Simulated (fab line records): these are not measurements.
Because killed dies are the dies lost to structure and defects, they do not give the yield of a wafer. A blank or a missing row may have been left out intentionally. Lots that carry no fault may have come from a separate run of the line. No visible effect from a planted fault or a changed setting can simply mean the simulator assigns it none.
Matching of chambers -- flow n5-finfet -- 4 sister chambers for N5_BEOL_M3_ALD_84 on ald-metal-04
The step deposits TaN, pulse time 2 s, purge time 3 s, co reactant purge time 2 s. 4 wafers are shown with their chamber, then 12 later ones without.

WAFERS WITH THEIR CHAMBER
wafer,chamber,heater-power-w (W)
L090.5,3,389
L091.1,0,387
L091.4,1,382
L091.5,2,419

WAFERS WHOSE CHAMBER IS MISSING
wafer,heater-power-w (W)
L093.1,370
L093.3,396
L093.4,423
L094.2,411
L094.3,377
L094.6,414
L096.1,384
L096.4,374
L096.5,374
L097.2,370
L097.4,406
L097.5,416

CHAMBER TAKEN BY EACH
wafer,from the rows above,in truth
L093.1,can't be placed: 1 or 0 or 3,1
L093.3,can't be placed: 3 or 0 or 1 or 2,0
L093.4,2,2
L094.2,can't be placed: 2 or 3 or 0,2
L094.3,can't be placed: 1 or 0 or 3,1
L094.6,2,2
L096.1,can't be placed: 1 or 0 or 3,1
L096.4,can't be placed: 1 or 0 or 3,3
L096.5,can't be placed: 1 or 0 or 3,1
L097.2,can't be placed: 1 or 0 or 3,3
L097.4,can't be placed: 2 or 3 or 0 or 1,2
L097.5,2,2
3 of 12 placed correctly. These rows do not allow placing 9 (true chamber among the candidates in 9). 0 placed wrongly.
How it was worked out, from the rows above alone: a wafer's distance from a chamber is the root of the sum, over the readings, of the square of ((its reading less the chamber's mean) divided by the reading's scatter). If the next closest chamber is less than 2 further off than the closest, the wafer can't be placed; otherwise it belongs to the closest. A chamber's mean is the mean of its shown wafers. The scatter: with one shown wafer a chamber, the root of the mean of the squares of how far each hidden wafer lies from its nearest shown one.
